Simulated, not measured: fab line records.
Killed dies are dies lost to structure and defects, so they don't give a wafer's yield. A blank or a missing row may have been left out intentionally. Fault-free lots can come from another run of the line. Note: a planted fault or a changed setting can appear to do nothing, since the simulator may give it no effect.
Chamber matching :: flow nand_harc :: NHARC_A_STAIRCASE_TRIM_229 on rie_diel-01 has 4 sister chambers
The step chemistry O2, time 211.2 s. 14 wafers are shown with their chamber, then 7 later ones without.

WAFERS PAIRED WITH THEIR CHAMBERS
wafer: L493.2
chamber: 1
drypump_motor_current_A (A): 6.7
showerhead_plenum_p_Torr (Torr): 3.58
oes_product_au (a.u.): 1.026

wafer: L493.5
chamber: 2
drypump_motor_current_A (A): 5.7
showerhead_plenum_p_Torr (Torr): 3.52
oes_product_au (a.u.): 1.007

wafer: L493.6
chamber: 3
drypump_motor_current_A (A): 4.9
showerhead_plenum_p_Torr (Torr): 3.36
oes_product_au (a.u.): 0.996

wafer: L495.2
chamber: 3
drypump_motor_current_A (A): 4.9
showerhead_plenum_p_Torr (Torr): 3.36
oes_product_au (a.u.): 0.995

wafer: L495.4
chamber: 1
drypump_motor_current_A (A): 6.7
showerhead_plenum_p_Torr (Torr): 3.57
oes_product_au (a.u.): 1.015

wafer: L495.5
chamber: 2
drypump_motor_current_A (A): 5.7
showerhead_plenum_p_Torr (Torr): 3.51
oes_product_au (a.u.): 0.983

wafer: L498.2
chamber: 0
drypump_motor_current_A (A): 5.5
showerhead_plenum_p_Torr (Torr): 3.52
oes_product_au (a.u.): 0.992

wafer: L498.4
chamber: 2
drypump_motor_current_A (A): 5.7
showerhead_plenum_p_Torr (Torr): 3.51
oes_product_au (a.u.): 0.989

wafer: L498.6
chamber: 0
drypump_motor_current_A (A): 5.5
showerhead_plenum_p_Torr (Torr): 3.52
oes_product_au (a.u.): 1.001

wafer: L500.1
chamber: 1
drypump_motor_current_A (A): 6.8
showerhead_plenum_p_Torr (Torr): 3.56
oes_product_au (a.u.): 1.007

wafer: L500.4
chamber: 0
drypump_motor_current_A (A): 5.5
showerhead_plenum_p_Torr (Torr): 3.52
oes_product_au (a.u.): 1.008

wafer: L500.6
chamber: 2
drypump_motor_current_A (A): 5.7
showerhead_plenum_p_Torr (Torr): 3.50
oes_product_au (a.u.): 0.994

wafer: L505.2
chamber: 0
drypump_motor_current_A (A): 5.5
showerhead_plenum_p_Torr (Torr): 3.51
oes_product_au (a.u.): 1.001

wafer: L505.3
chamber: 2
drypump_motor_current_A (A): 5.7
showerhead_plenum_p_Torr (Torr): 3.50
oes_product_au (a.u.): 0.983

SIGNATURES (averages over the wafers above)
reading: drypump_motor_current_A
chamber 0: 5.500
chamber 1: 6.733
chamber 2: 5.700
chamber 3: 4.900
scatter within a chamber: 0.0258

reading: showerhead_plenum_p_Torr
chamber 0: 3.5175
chamber 1: 3.5700
chamber 2: 3.5080
chamber 3: 3.3600
scatter within a chamber: 0.00745

reading: oes_product_au
chamber 0: 1.00050
chamber 1: 1.01600
chamber 2: 0.99120
chamber 3: 0.99550
scatter within a chamber: 0.00842
Rule: for a wafer and a chamber, the distance is found by dividing, reading by reading, the gap between the wafer's reading and the chamber's mean by the reading's scatter, squaring, summing and taking the root. The wafer belongs to the nearest chamber; if the next one is less than 2 further off, it can't be placed. The scatter: take each reading less its chamber's mean, square it, sum over the shown wafers, divide by the number of wafers less the number of chambers, and take the root.

WAFERS MISSING THEIR CHAMBER
wafer: L505.5
drypump_motor_current_A (A): 6.7
showerhead_plenum_p_Torr (Torr): 3.56
oes_product_au (a.u.): 1.013

wafer: L512.1
drypump_motor_current_A (A): 6.7
showerhead_plenum_p_Torr (Torr): 3.54
oes_product_au (a.u.): 1.000

wafer: L512.2
drypump_motor_current_A (A): 5.5
showerhead_plenum_p_Torr (Torr): 3.50
oes_product_au (a.u.): 1.002

wafer: L512.4
drypump_motor_current_A (A): 5.7
showerhead_plenum_p_Torr (Torr): 3.48
oes_product_au (a.u.): 0.978

wafer: L516.3
drypump_motor_current_A (A): 4.9
showerhead_plenum_p_Torr (Torr): 3.33
oes_product_au (a.u.): 0.993

wafer: L516.5
drypump_motor_current_A (A): 5.7
showerhead_plenum_p_Torr (Torr): 3.48
oes_product_au (a.u.): 0.991

wafer: L516.6
drypump_motor_current_A (A): 6.7
showerhead_plenum_p_Torr (Torr): 3.53
oes_product_au (a.u.): 1.008

CHAMBER TAKEN BY EACH
wafer: L505.5
from the rows above: 1
in truth: 1

wafer: L512.1
from the rows above: 1
in truth: 1

wafer: L512.2
from the rows above: 0
in truth: 0

wafer: L512.4
from the rows above: 2
in truth: 2

wafer: L516.3
from the rows above: 3
in truth: 3

wafer: L516.5
from the rows above: 2
in truth: 2

wafer: L516.6
from the rows above: 1
in truth: 1
7 of 7 placed correctly. Number that these rows cannot place: 0. Wrongly placed: 0.
